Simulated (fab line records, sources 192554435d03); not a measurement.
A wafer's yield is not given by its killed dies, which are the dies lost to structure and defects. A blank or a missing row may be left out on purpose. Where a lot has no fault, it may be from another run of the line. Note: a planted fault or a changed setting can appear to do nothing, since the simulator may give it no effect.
Lot-split experiment || flow n5 finfet || 7 lots, 39 wafers read, on a route of 1938 steps

## ON THE SPLIT
At N5_HKMG_FIN_ETCH_35 (etches SOC in N2/H2, target depth 215.8 nm, time 243.4 s), the setting source w was moved away from the recipe's 3000 W on 18 of the 39 wafers read, by -18.7% to +12.7%. For the rest of the wafers, this setting stayed at what the recipe calls for.

The reading is taken at the split's own step.

## THE READING
rf vpp V, in V, at N5_HKMG_FIN_ETCH_35 (etches SOC in N2/H2, target depth 215.8 nm, time 243.4 s). On this fab line, fault-free wafers typically give 141.7 V with a standard deviation of 1.1 V.

{"wafer": "L075.1", "tool, chamber at the split": "rie diel-06, 3", "source w as run, W": 3000, "against the recipe": "recipe", "rf vpp V, V": 140.7, "against lot-mates on the recipe": "-"}
{"wafer": "L075.4", "tool, chamber at the split": "rie diel-06, 2", "source w as run, W": 3000, "against the recipe": "recipe", "rf vpp V, V": 141.7, "against lot-mates on the recipe": "-"}
{"wafer": "L075.6", "tool, chamber at the split": "rie diel-06, 3", "source w as run, W": 3000, "against the recipe": "recipe", "rf vpp V, V": 141.4, "against lot-mates on the recipe": "-"}
{"wafer": "L074.1", "tool, chamber at the split": "rie diel-01, 0", "source w as run, W": 3000, "against the recipe": "recipe", "rf vpp V, V": 142.3, "against lot-mates on the recipe": "-"}
{"wafer": "L074.2", "tool, chamber at the split": "rie diel-01, 3", "source w as run, W": 3167, "against the recipe": "+5.6%", "rf vpp V, V": 139.0, "against lot-mates on the recipe": -1.8}
{"wafer": "L074.3", "tool, chamber at the split": "rie diel-01, 2", "source w as run, W": 3167, "against the recipe": "+5.6%", "rf vpp V, V": 139.8, "against lot-mates on the recipe": -1.0}
{"wafer": "L074.4", "tool, chamber at the split": "rie diel-01, 1", "source w as run, W": 3000, "against the recipe": "recipe", "rf vpp V, V": 139.1, "against lot-mates on the recipe": "-"}
{"wafer": "L074.5", "tool, chamber at the split": "rie diel-01, 0", "source w as run, W": 3167, "against the recipe": "+5.6%", "rf vpp V, V": 139.7, "against lot-mates on the recipe": -1.1}
{"wafer": "L074.6", "tool, chamber at the split": "rie diel-01, 1", "source w as run, W": 3000, "against the recipe": "recipe", "rf vpp V, V": 140.9, "against lot-mates on the recipe": "-"}
{"wafer": "L080.1", "tool, chamber at the split": "rie diel-01, 0", "source w as run, W": 3218, "against the recipe": "+7.3%", "rf vpp V, V": 138.4, "against lot-mates on the recipe": -3.0}
{"wafer": "L080.2", "tool, chamber at the split": "rie diel-01, 1", "source w as run, W": 3000, "against the recipe": "recipe", "rf vpp V, V": 141.1, "against lot-mates on the recipe": "-"}
{"wafer": "L080.3", "tool, chamber at the split": "rie diel-01, 2", "source w as run, W": 3000, "against the recipe": "recipe", "rf vpp V, V": 142.4, "against lot-mates on the recipe": "-"}
{"wafer": "L080.4", "tool, chamber at the split": "rie diel-01, 3", "source w as run, W": 3218, "against the recipe": "+7.3%", "rf vpp V, V": 139.4, "against lot-mates on the recipe": -2.0}
{"wafer": "L080.5", "tool, chamber at the split": "rie diel-01, 0", "source w as run, W": 3218, "against the recipe": "+7.3%", "rf vpp V, V": 140.3, "against lot-mates on the recipe": -1.1}
{"wafer": "L080.6", "tool, chamber at the split": "rie diel-01, 1", "source w as run, W": 3000, "against the recipe": "recipe", "rf vpp V, V": 140.8, "against lot-mates on the recipe": "-"}
{"wafer": "L081.1", "tool, chamber at the split": "rie diel-06, 0", "source w as run, W": 3382, "against the recipe": "+12.7%", "rf vpp V, V": 135.3, "against lot-mates on the recipe": -6.5}
{"wafer": "L081.2", "tool, chamber at the split": "rie diel-06, 2", "source w as run, W": 3382, "against the recipe": "+12.7%", "rf vpp V, V": 136.4, "against lot-mates on the recipe": -5.4}
{"wafer": "L081.3", "tool, chamber at the split": "rie diel-06, 1", "source w as run, W": 3000, "against the recipe": "recipe", "rf vpp V, V": 142.4, "against lot-mates on the recipe": "-"}
{"wafer": "L081.4", "tool, chamber at the split": "rie diel-06, 0", "source w as run, W": 3382, "against the recipe": "+12.7%", "rf vpp V, V": 135.4, "against lot-mates on the recipe": -6.4}
{"wafer": "L081.5", "tool, chamber at the split": "rie diel-06, 1", "source w as run, W": 3000, "against the recipe": "recipe", "rf vpp V, V": 139.8, "against lot-mates on the recipe": "-"}
{"wafer": "L081.6", "tool, chamber at the split": "rie diel-06, 2", "source w as run, W": 3000, "against the recipe": "recipe", "rf vpp V, V": 143.2, "against lot-mates on the recipe": "-"}
{"wafer": "L082.1", "tool, chamber at the split": "rie diel-03, 1", "source w as run, W": 2439, "against the recipe": "-18.7%", "rf vpp V, V": 150.8, "against lot-mates on the recipe": "+8.8"}
{"wafer": "L082.2", "tool, chamber at the split": "rie diel-03, 3", "source w as run, W": 2439, "against the recipe": "-18.7%", "rf vpp V, V": 154.6, "against lot-mates on the recipe": "+12.6"}
{"wafer": "L082.3", "tool, chamber at the split": "rie diel-03, 0", "source w as run, W": 3000, "against the recipe": "recipe", "rf vpp V, V": 140.9, "against lot-mates on the recipe": "-"}
{"wafer": "L082.4", "tool, chamber at the split": "rie diel-03, 0", "source w as run, W": 2439, "against the recipe": "-18.7%", "rf vpp V, V": 151.2, "against lot-mates on the recipe": "+9.2"}
{"wafer": "L082.5", "tool, chamber at the split": "rie diel-03, 3", "source w as run, W": 3000, "against the recipe": "recipe", "rf vpp V, V": 142.9, "against lot-mates on the recipe": "-"}
{"wafer": "L082.6", "tool, chamber at the split": "rie diel-03, 1", "source w as run, W": 3000, "against the recipe": "recipe", "rf vpp V, V": 142.2, "against lot-mates on the recipe": "-"}
{"wafer": "L089.1", "tool, chamber at the split": "rie diel-03, 2", "source w as run, W": 3000, "against the recipe": "recipe", "rf vpp V, V": 143.3, "against lot-mates on the recipe": "-"}
{"wafer": "L089.2", "tool, chamber at the split": "rie diel-03, 1", "source w as run, W": 3000, "against the recipe": "recipe", "rf vpp V, V": 140.8, "against lot-mates on the recipe": "-"}
{"wafer": "L089.3", "tool, chamber at the split": "rie diel-03, 3", "source w as run, W": 2631, "against the recipe": "-12.3%", "rf vpp V, V": 149.3, "against lot-mates on the recipe": "+7.6"}
{"wafer": "L089.4", "tool, chamber at the split": "rie diel-03, 0", "source w as run, W": 3000, "against the recipe": "recipe", "rf vpp V, V": 141.0, "against lot-mates on the recipe": "-"}
{"wafer": "L089.5", "tool, chamber at the split": "rie diel-03, 1", "source w as run, W": 2631, "against the recipe": "-12.3%", "rf vpp V, V": 149.4, "against lot-mates on the recipe": "+7.7"}
{"wafer": "L089.6", "tool, chamber at the split": "rie diel-03, 2", "source w as run, W": 2631, "against the recipe": "-12.3%", "rf vpp V, V": 149.7, "against lot-mates on the recipe": "+8.0"}
{"wafer": "L090.1", "tool, chamber at the split": "rie diel-01, 0", "source w as run, W": 3000, "against the recipe": "recipe", "rf vpp V, V": 142.7, "against lot-mates on the recipe": "-"}
{"wafer": "L090.2", "tool, chamber at the split": "rie diel-01, 1", "source w as run, W": 3276, "against the recipe": "+9.2%", "rf vpp V, V": 135.1, "against lot-mates on the recipe": -6.5}
{"wafer": "L090.3", "tool, chamber at the split": "rie diel-01, 3", "source w as run, W": 3000, "against the recipe": "recipe", "rf vpp V, V": 141.2, "against lot-mates on the recipe": "-"}
{"wafer": "L090.4", "tool, chamber at the split": "rie diel-01, 2", "source w as run, W": 3276, "against the recipe": "+9.2%", "rf vpp V, V": 136.5, "against lot-mates on the recipe": -5.1}
{"wafer": "L090.5", "tool, chamber at the split": "rie diel-01, 2", "source w as run, W": 3000, "against the recipe": "recipe", "rf vpp V, V": 140.8, "against lot-mates on the recipe": "-"}
{"wafer": "L090.6", "tool, chamber at the split": "rie diel-01, 3", "source w as run, W": 3276, "against the recipe": "+9.2%", "rf vpp V, V": 136.4, "against lot-mates on the recipe": -5.2}

FIT RESULTS
A straight line over all 39 wafers: rf vpp V changes by -0.542 V for each +1% of source w; r = -0.96; the points scatter about the line by 1.2 V.
The same after taking each lot's own level away (the mean of its wafers on the recipe; 39 wafers): -0.528 V for each +1%; r = -0.96; scatter 1.2 V.
That fit puts the effect of the largest move of source w on the reading at 9.9 V.
From 140.77 to 142.00 V: that is the span of the lots' own levels, equal to 1.1 times the standard deviation above.
The two slopes agree, so the slope changes little with the lot-to-lot level.
Check: +10.5 V against its lot-mates is what the line predicts for one of the wafers moved furthest among these (-18.7%) when that wafer is left out of the fit. Against them it came out at +8.8 V.
Tool readings at the split's step, against how far the setting was moved: rf vpp V r = -0.96.

## THE OTHER SPLITS THESE WAFERS WENT THROUGH
Note: prior to the reading, these wafers also went through further splits. Each is held against what the fit with the lots' levels taken away leaves over:
{"other split on the same wafers": "N5_DUMMY_GATE_EXPOSE_12 dose mj", "wafers away from the commonest value": 15, "r with rf vpp V (lot level and that fit taken away)": "+0.23"}
{"other split on the same wafers": "N5_DUMMY_GATE_ETCH_31 target depth a", "wafers away from the commonest value": 12, "r with rf vpp V (lot level and that fit taken away)": -0.33}
{"other split on the same wafers": "N5_DUMMY_GATE_ETCH_44 target depth a", "wafers away from the commonest value": 18, "r with rf vpp V (lot level and that fit taken away)": -0.10}

## THE WHOLE CHAIN: every reading that the file lists as answering this split, in the file's order
{"step": "N5_HKMG_FIN_ETCH_35", "what it does": "etches SOC in N2/H2, target depth 215.8 nm, time 243.4 s", "reading": "rf vpp V", "change (the file's fit)": "-0.525 V for each +1% of the setting", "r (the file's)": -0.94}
{"step": "N5_HKMG_FIN_ETCH_35", "what it does": "etches SOC in N2/H2, target depth 215.8 nm, time 243.4 s", "reading": "etch.depth nm (the simulator's own value, which no gauge read)", "change (the file's fit)": "+1.73 nm for each +1% of the setting", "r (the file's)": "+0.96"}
{"step": "N5_HKMG_FIN_ETCH_35", "what it does": "etches SOC in N2/H2, target depth 215.8 nm, time 243.4 s", "reading": "SOC_of_HKMG_FIN_COAT_29.thk nm (the simulator's own value, which no gauge read)", "change (the file's fit)": "-1.74 nm for each +1% of the setting", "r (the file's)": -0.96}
{"step": "N5_HKMG_FIN_ETCH_35", "what it does": "etches SOC in N2/H2, target depth 215.8 nm, time 243.4 s", "reading": "HKMG_FIN.feature depth nm (the simulator's own value, which no gauge read)", "change (the file's fit)": "+1.73 nm for each +1% of the setting", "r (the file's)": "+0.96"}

## FILE'S OWN FIT
rf vpp V changes by -0.525 V for each +1% of source w, r = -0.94.
